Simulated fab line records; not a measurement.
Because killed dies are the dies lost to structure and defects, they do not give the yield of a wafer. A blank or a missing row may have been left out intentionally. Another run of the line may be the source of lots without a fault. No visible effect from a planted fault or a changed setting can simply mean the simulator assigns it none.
Chamber matching || flow n5Finfet || N5_BEOL_M6_ETCH_65 on rieDiel-01: 4 sister chambers
The step etches SiARC in CF4, target depth 15.6 nm, time 26 s. 4 wafers are shown with their chamber, then 10 later ones without.

== WAFERS WITH THEIR CHAMBER ==
{"wafer": "L089.1", "chamber": 3, "drypumpMotorCurrentA (A)": 5.9}
{"wafer": "L089.3", "chamber": 0, "drypumpMotorCurrentA (A)": 5.6}
{"wafer": "L091.1", "chamber": 2, "drypumpMotorCurrentA (A)": 4.8}
{"wafer": "L091.3", "chamber": 1, "drypumpMotorCurrentA (A)": 6.5}

== WAFERS WITHOUT THEIR CHAMBER ==
{"wafer": "L091.4", "drypumpMotorCurrentA (A)": 5.9}
{"wafer": "L090.2", "drypumpMotorCurrentA (A)": 6.4}
{"wafer": "L090.3", "drypumpMotorCurrentA (A)": 4.8}
{"wafer": "L090.6", "drypumpMotorCurrentA (A)": 4.8}
{"wafer": "L093.1", "drypumpMotorCurrentA (A)": 5.9}
{"wafer": "L093.3", "drypumpMotorCurrentA (A)": 6.5}
{"wafer": "L093.6", "drypumpMotorCurrentA (A)": 6.5}
{"wafer": "L096.1", "drypumpMotorCurrentA (A)": 5.9}
{"wafer": "L096.3", "drypumpMotorCurrentA (A)": 4.8}
{"wafer": "L096.4", "drypumpMotorCurrentA (A)": 5.6}

== CHAMBER TAKEN BY EACH ==
{"wafer": "L091.4", "from the rows above": 3, "in truth": 3}
{"wafer": "L090.2", "from the rows above": 1, "in truth": 1}
{"wafer": "L090.3", "from the rows above": 2, "in truth": 2}
{"wafer": "L090.6", "from the rows above": 2, "in truth": 2}
{"wafer": "L093.1", "from the rows above": 3, "in truth": 3}
{"wafer": "L093.3", "from the rows above": 1, "in truth": 1}
{"wafer": "L093.6", "from the rows above": 1, "in truth": 1}
{"wafer": "L096.1", "from the rows above": 3, "in truth": 3}
{"wafer": "L096.3", "from the rows above": 2, "in truth": 2}
{"wafer": "L096.4", "from the rows above": 0, "in truth": 0}
10 of 10 placed correctly. Can't be placed from these rows: 0. Placed wrongly: 0.
How it was worked out, from the rows above alone: a wafer's distance from a chamber is the root of the sum, over the readings, of the square of ((its reading less the chamber's mean) divided by the reading's scatter). If the next closest chamber is less than 2 further off than the closest, the wafer can't be placed; otherwise it belongs to the closest. Each chamber's mean is taken over the wafers shown for it. The scatter: root of mean squared gap, hidden wafer to nearest shown wafer, with one shown wafer a chamber.
